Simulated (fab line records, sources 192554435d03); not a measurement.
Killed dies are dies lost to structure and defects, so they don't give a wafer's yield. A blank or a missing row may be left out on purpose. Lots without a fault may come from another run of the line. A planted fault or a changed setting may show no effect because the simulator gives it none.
Split-lot experiment | flow n5_finfet | 7 lots, 21 wafers read, on a route of 1938 steps

THE SPLIT
At N5_BEOL_M7_DESCUM_33 (chemistry O2, time 7 s), the setting time_s was moved away from the recipe's 7 s on 13 of the 21 wafers read, by -19.0% to +21.4%. The other wafers ran this setting at the recipe's value.

FROM THE SPLIT TO THE READING: what the file shows between them, 1 step
- N5_BEOL_M7_ETCH_72: etches underlayer in N2/H2, target depth 6.5 nm, time 5.2 s

THE READING
CAR-EUV_of_BEOL_M7_COAT_22.thk_nm (the simulator's own value, which no gauge read), in nm, at N5_BEOL_M7_ETCH_65 (etches SiARC in CF4, target depth 15.6 nm, time 26 s). The file gives no usual value for it. The 8 wafers here that ran the recipe average 11.2 nm, standard deviation 0.12 nm.

wafer  | tool, chamber at the split | time_s as run, s | against the recipe | CAR-EUV_of_BEOL_M7_COAT_22.thk_nm, nm | against lot-mates on the recipe
L074.1 | rie_diel-06, 1             | 7                | recipe             | 11.2                                  | -
L074.2 | rie_diel-06, 2,0           | 7.571            | +8.2%              | 11                                    | -0.2
L074.3 | rie_diel-06, 2,0           | 7.571            | +8.2%              | 11                                    | -0.2
L081.1 | rie_diel-06, 3             | 5.884            | -15.9%             | 11.8                                  | +0.6
L081.3 | rie_diel-06, 1             | 5.884            | -15.9%             | 11.8                                  | +0.6
L081.4 | rie_diel-06, 2             | 7                | recipe             | 11.2                                  | -
L086.3 | rie_diel-02, 3             | 7                | recipe             | 11.2                                  | -
L086.4 | rie_diel-02, 1,2           | 6.211            | -11.3%             | 11.6                                  | +0.4
L086.5 | rie_diel-02, 1,2           | 6.211            | -11.3%             | 11.4                                  | +0.2
L090.1 | rie_diel-02, 2,3,3         | 7                | recipe             | 11.2                                  | -
L090.4 | rie_diel-02, 2,3,3         | 7                | recipe             | 11.2                                  | -
L090.3 | rie_diel-02, 2,3,3         | 7                | recipe             | 11                                    | -
L092.3 | rie_diel-02, 3             | 7                | recipe             | 11                                    | -
L092.5 | rie_diel-02, 2,0           | 8.495            | +21.4%             | 10.2                                  | -0.8
L092.6 | rie_diel-02, 2,0           | 8.495            | +21.4%             | 10.4                                  | -0.6
L095.3 | rie_diel-02, 2             | 6.001            | -14.3%             | 11.8                                  | +0.4
L095.6 | rie_diel-02, 1             | 6.001            | -14.3%             | 11.8                                  | +0.4
L095.4 | rie_diel-02, 3             | 7                | recipe             | 11.4                                  | -
L096.1 | rie_diel-01, 3             | 5.67             | -19.0%             | 11.6                                  | no lot-mate on the recipe
L096.3 | rie_diel-01, 0,1           | 5.67             | -19.0%             | 11.8                                  | no lot-mate on the recipe
L096.4 | rie_diel-01, 0,1           | 5.67             | -19.0%             | 11.8                                  | no lot-mate on the recipe
Where a row lists several chambers, the file gives one row for several wafers and doesn't say which wafer went through which chamber.

THE FIT
A straight line over all 21 wafers: CAR-EUV_of_BEOL_M7_COAT_22.thk_nm changes by -0.0357 nm for each +1% of time_s; r = -0.96; the points scatter about the line by 0.13 nm.
The same after taking each lot's own level away (the mean of its wafers on the recipe; 18 wafers): -0.0318 nm for each +1%; r = -0.98; scatter 0.081 nm.
On that fit, the largest move of time_s shifts the reading by 0.68 nm.
The lots' own levels span 11.00 to 11.40 nm, that is 3.3 times the standard deviation above.
So the lot-to-lot level changes the slope: the two fits differ.
Check: with one of the wafers moved furthest among these (+21.4%) left out of the fit, the line predicts -0.626 nm for it against its lot-mates. It came out at -0.8 nm against them.

OTHER SPLITS ON THESE WAFERS
These wafers also went through other splits before the reading. Each is held against what the fit with the lots' levels taken away leaves over:
other split on the same wafers | wafers away from the commonest value | r with CAR-EUV_of_BEOL_M7_COAT_22.thk_nm (lot level and that fit taken away)
N5_BEOL_M5_EXPOSE_08 dose_mj   | 4                                    | +0.13
N5_BEOL_M6_DEP_56 time_s       | 7                                    | +0.29

THE WHOLE CHAIN: every reading that the file lists as answering this split, in the file's order
step                 | what it does                                                | reading                                                                            | change (the file's fit)                | r (the file's)
N5_BEOL_M7_DESCUM_33 | chemistry O2, time 7 s                                      | CAR-EUV_of_BEOL_M7_COAT_22.thk_nm (the simulator's own value, which no gauge read) | -0.0346 nm for each +1% of the setting | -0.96
N5_BEOL_M7_ETCH_72   | etches underlayer in N2/H2, target depth 6.5 nm, time 5.2 s | CAR-EUV_of_BEOL_M7_COAT_22.thk_nm (the simulator's own value, which no gauge read) | -0.0329 nm for each +1% of the setting | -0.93
N5_BEOL_M7_ETCH_65   | etches SiARC in CF4, target depth 15.6 nm, time 26 s        | CAR-EUV_of_BEOL_M7_COAT_22.thk_nm (the simulator's own value, which no gauge read) | -0.0318 nm for each +1% of the setting | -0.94

THE FILE'S OWN FIT
CAR-EUV_of_BEOL_M7_COAT_22.thk_nm changes by -0.0318 nm for each +1% of time_s, r = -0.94.
